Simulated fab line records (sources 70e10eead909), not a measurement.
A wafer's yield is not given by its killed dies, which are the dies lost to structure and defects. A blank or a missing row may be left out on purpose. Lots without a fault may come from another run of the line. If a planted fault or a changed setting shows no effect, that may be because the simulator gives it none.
Matching of chambers	flow nand harc	rie diel-13 running NHARC_A_BLC_STRIP_29: 4 sister chambers
The step strips in CF4. 24 wafers are shown with their chamber, then 12 later ones without.

== EACH WAFER AND ITS CHAMBER ==
wafer	chamber	drypump motor current A (A)	rf vpp V (V)	oes product au (a.u.)
L077.1	3	5.7	59.1	0.996
L077.4	2	5.4	58.5	0.994
L077.6	0	6.3	59.2	1.000
L079.1	2	5.4	60.8	1.011
L079.2	3	5.7	58.0	0.989
L079.6	0	6.3	58.7	1.005
L076.1	3	5.7	58.7	0.997
L076.2	1	5.1	60.6	0.996
L076.4	0	6.3	58.6	0.995
L080.1	0	6.3	60.4	0.992
L080.4	2	5.4	61.1	0.996
L080.5	2	5.4	59.4	0.990
L081.2	0	6.3	59.1	0.997
L081.3	3	5.7	59.0	0.998
L081.6	0	6.3	60.7	0.998
L083.3	1	5.1	59.3	0.996
L083.5	1	5.1	60.1	0.994
L083.6	0	6.3	58.8	1.000
L086.3	2	5.4	58.8	0.983
L086.5	3	5.7	58.6	0.995
L086.6	2	5.4	60.1	0.983
L088.3	3	5.8	57.3	0.992
L088.4	0	6.4	58.8	1.002
L088.6	2	5.4	58.8	0.990

SIGNATURES (means of the wafers above)
reading	chamber 0	chamber 1	chamber 2	chamber 3	scatter within a chamber
drypump motor current A	6.312	5.100	5.400	5.717	0.0292
rf vpp V	59.288	60.000	59.643	58.450	0.843
oes product au	0.99862	0.99533	0.99243	0.99450	0.00602
Rule: for a wafer and a chamber, the distance is found by dividing, reading by reading, the gap between the wafer's reading and the chamber's mean by the reading's scatter, squaring, summing and taking the root. The wafer belongs to the nearest chamber; if the next one is less than 2 further off, it can't be placed. The scatter: the root of (the sum of the squares of (reading less its chamber's mean) over the shown wafers, divided by (wafers less chambers)).

== WAFERS WITHOUT THEIR CHAMBER ==
wafer	drypump motor current A (A)	rf vpp V (V)	oes product au (a.u.)
L089.1	5.4	58.2	0.999
L089.3	5.1	58.5	1.009
L089.6	5.1	59.5	1.007
L093.1	6.3	58.7	1.004
L093.2	5.1	58.4	1.013
L093.6	5.1	59.9	1.010
L095.2	6.3	57.0	1.002
L095.3	5.4	58.4	1.000
L095.4	5.7	59.2	1.003
L094.2	5.4	58.8	1.001
L094.3	5.1	58.3	0.993
L094.6	5.1	59.0	1.009

== WHICH CHAMBER EACH WENT THROUGH ==
wafer	from the rows above	in truth
L089.1	2	2
L089.3	1	1
L089.6	1	1
L093.1	0	0
L093.2	1	1
L093.6	1	1
L095.2	0	0
L095.3	2	2
L095.4	3	3
L094.2	2	2
L094.3	1	1
L094.6	1	1
Placed correctly: 12 of 12. From these rows, 0 cannot be placed. 0 placed wrongly.
